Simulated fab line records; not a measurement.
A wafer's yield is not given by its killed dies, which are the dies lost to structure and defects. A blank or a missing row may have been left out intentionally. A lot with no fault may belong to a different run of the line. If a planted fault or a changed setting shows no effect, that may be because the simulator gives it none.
A struck lot beside a sound one :: flow n5-finfet :: 36 out of 1938 route steps
Sound: the wafers L922.2, L922.3, L922.5. Struck: wafers L906.2, L906.4, L906.6. The cause comes at the end.
Each step with rows lists, per side, the tool, then ch with its chambers, then its first start. Under that, the readings that differ: sound wafers :: struck wafers :: difference of the means :: sigmas: that difference in standard deviations of wafers without a fault.
alike: readings with means less than 2 such deviations apart, plus words and numbers identical on both sides. not compared: withheld readings, readings lacking a value on some wafer, bounds such as >300 that could conceal the same value, and numbers that have no deviation in the record and whose values overlap.
The two part at a step that has a row with sigmas, a row that says differs or no value, or rows on one side only. Numbers that have no deviation but don't overlap get no sigmas and don't part them. A reading missing from all wafers of one side parts the sides only when that side holds two or more wafers.

first, 9 steps without rows for these wafers: N5_BEOL_M4_ANNEAL_95 (time 240 s); N5_BEOL_M4_SPUTTER_96 (material Cu, target thk 4.5 nm, time 8.29 s); N5_BEOL_M4_ECD_50 (material Cu, target thk 300 nm); N5_BEOL_M4_ANNEAL_51 (time 90 s); N5_BEOL_M4_CMP_52 (polishes, stops on SiOC, t overpolish 6.8 s, target thk 40 nm); N5_BEOL_M4_PRE_CLEAN_60 (time 15 s); N5_BEOL_M4_CO_CAP_55 (material Co, precursor CCTBA/H2, target thk 2 nm, time 102.1 s); N5_BEOL_M4_PRE_CLEAN_56 (time 15 s); N5_BEOL_M4_DEP_57 (deposits SiCN from 3MS/NH3, target thk 8 nm, time 14 s).
N5_BEOL_M4_RC_MEAS_101:
  sound on prober-01 ch 0, day 13 14:56; struck on prober-01 ch 0, day 9 05:35
  alike: DIBL_N, DIBL_P, IOFF_N, IOFF_P, ION_N, ION_P, SS_N, SS_P, VT_N, VT_P
then, 24 steps without rows for these wafers: N5_BEOL_M5_ILD_DEP_00 (deposits SiCOH lowk from DEMS/porogen, target thk 140.64 nm, time 25.9 s); N5_BEOL_M5_CURE_79 (cures SiCOH lowk, time 240 s); N5_BEOL_M5_PECVD_70 (deposits SiO2 from TEOS/O2, target thk 16 nm, time 18 s); N5_BEOL_M5_HM_DEP_02 (deposits TiN, target thk 20 nm); N5_BEOL_M5_COAT_59 (time 60 s, resist thk 60 nm); N5_BEOL_M5_COAT_60 (time 60 s, resist thk 12 nm); N5_BEOL_M5_COAT_71 (time 60 s, resist thk 5 nm); N5_BEOL_M5_COAT_05 (resist thk 30 nm); N5_BEOL_M5_EBR_07; N5_BEOL_M5_SOFTBAKE_06 (time 60 s); N5_BEOL_M5_EXPOSE_08 (exposes mask M5, target cd 28 nm); N5_BEOL_M5_PEB_09 (peb time 60 s); N5_BEOL_M5_DEVELOP_10 (develop time 30 s); N5_BEOL_M5_DESCUM_16 (chemistry O2, time 7 s); N5_BEOL_M5_ETCH_72 (etches underlayer in N2/H2, target depth 6.5 nm, time 5.2 s); N5_BEOL_M5_ETCH_61 (etches SiARC in CF4, target depth 15.6 nm, time 26 s); N5_BEOL_M5_ETCH_62 (etches SOC in N2/H2, target depth 75 nm, overetch 15 nm, time 112.5 s); N5_BEOL_M5_STRIP_63 (strips in N2/H2); N5_BEOL_M5_STRIP_73 (strips in N2/H2); N5_BEOL_M5_STRIP_64 (strips in CF4); N5_BEOL_M5_HM_OPEN_17 (chemistry Cl2/BCl3, target TiN, target depth 20 nm, overetch 6 nm); N5_BEOL_M5_STRIP_19 (strips in O2); N5_BEOL_M5_COAT_65 (time 60 s, resist thk 60 nm); N5_BEOL_M5_COAT_66 (time 60 s, resist thk 12 nm).
-- a jump in the record: the struck wafers' starts before and after are 3 days apart (it breaks off in module BEOL_M5 and resumes in module BEOL_M13, where the first step shown is number 1694 of the route) --
N5_BEOL_M13_ETCH_68: etches SOC in N2/H2, time 355 s.
  sound on rie-diel-02 ch 0,1, day 16 09:43; struck on rie-diel-06 ch 0,1,3, day 12 02:18
  no value came back on the struck wafers for any of 8 readings (bias-w (W), chamber-pressure-mTorr (mTorr) and others); on the sound wafers bias-w (W) reads 349.1 350.0 349.0
reading: model.coat_of_BEOL_M13_COAT_22.thk-nm (nm)
sound: 0 0 0
struck: 209.8 210.6 210.4
difference: +210.3
sigmas: 

reading: model.SiARC_of_BEOL_M13_COAT_66.thk-nm (nm)
sound: 76.8 76.6 76.6
struck: 110.2 110.2 110.4
difference: +33.6
sigmas: 
  not compared: rf-hours-counter-h
N5_PASSIVATION_PROBE_49:
  the record has rows for the struck wafers here (prober-01, day 13 06:16) and none for the sound ones

WHERE THEY PART
Last at N5_PASSIVATION_PROBE_49 as far as this record goes, first at N5_BEOL_M13_ETCH_68.

WHY: the cause the simulator had injected
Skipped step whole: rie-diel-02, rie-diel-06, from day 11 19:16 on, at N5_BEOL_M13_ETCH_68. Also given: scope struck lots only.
